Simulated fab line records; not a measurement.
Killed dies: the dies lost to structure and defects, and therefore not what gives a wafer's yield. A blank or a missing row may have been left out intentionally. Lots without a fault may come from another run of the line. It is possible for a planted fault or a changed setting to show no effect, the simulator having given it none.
Which of the tools did it? ; flow n5-finfet ; Sampling: 10 lots, 30 wafers, 2 of 1938 route steps

## WHAT THE GAUGES READ, wafer by wafer
N5_SD_EPI_N_OVL_MEAS_10.
lot;measured;on;SD_N_BLK_OVL (nm)
L276;day 3 13:21;overlay-01;1.1 1.4 2.2
L277;day 3 17:49;overlay-02;0.0 -0.1 -0.3
L281;day 4 19:56;overlay-01;1.0 0.7 1.0
L282;day 4 23:20;overlay-01;1.0 0.7 -0.3
L283;day 5 05:33;overlay-01;0.2 0.6 0.0
L288;day 6 10:49;overlay-02;-0.4 0.2 0.5
L291;day 7 07:48;overlay-02;0.5 0.7 0.4
L295;day 8 06:24;overlay-01;1.3 0.4 1.0
L296;day 8 13:01;overlay-02;-0.6 0.5 0.0
L297;day 8 19:32;overlay-01;-1.1 -0.1 -1.1

## TOOL THAT RAN EACH LOT (tool first, then ch and the chambers of the sampled wafers, then the start)
lot;N5_SPACER0_ALD_08
L276;ald-sin-02 ch 1,2, day 3 12:46
L277;ald-sin-02 ch 1,2, day 3 17:14
L281;ald-sin-01 ch 1,2,3, day 4 19:20
L282;ald-sin-03 ch 0,2, day 4 22:53
L283;ald-sin-03 ch 2,3, day 5 04:58
L288;ald-sin-02 ch 0,1,3, day 6 10:14
L291;ald-sin-03 ch 1,2,3, day 7 07:13
L295;ald-sin-03 ch 1,2, day 8 05:56
L296;ald-sin-01 ch 0,1,2, day 8 12:34
L297;ald-sin-01 ch 0,1, day 8 18:57
- N5_SPACER0_ALD_08: deposits SiNx, target thk 2 nm.

## THE ANSWER, worked out from the rows above alone
Rule: usual is defined by the lots themselves. The widest of any qualifying gaps counts: lots, ordered by their means at a reading, are off when they make up no more than a third of the lots, leave a main group of 4 or more, and stand apart from it by 3 or more times the standard deviation of that group's means. A main group whose means are all the same, to the digits that the tables above print for the reading, isn't used. Also off: a lot with no number at a reading for which 4 or more lots have one. Any other lot the step has rows for is counted as sound.
None of the lots is off at any reading shown; this tells nothing.

## WHAT THE SIMULATOR HAD PUT IN
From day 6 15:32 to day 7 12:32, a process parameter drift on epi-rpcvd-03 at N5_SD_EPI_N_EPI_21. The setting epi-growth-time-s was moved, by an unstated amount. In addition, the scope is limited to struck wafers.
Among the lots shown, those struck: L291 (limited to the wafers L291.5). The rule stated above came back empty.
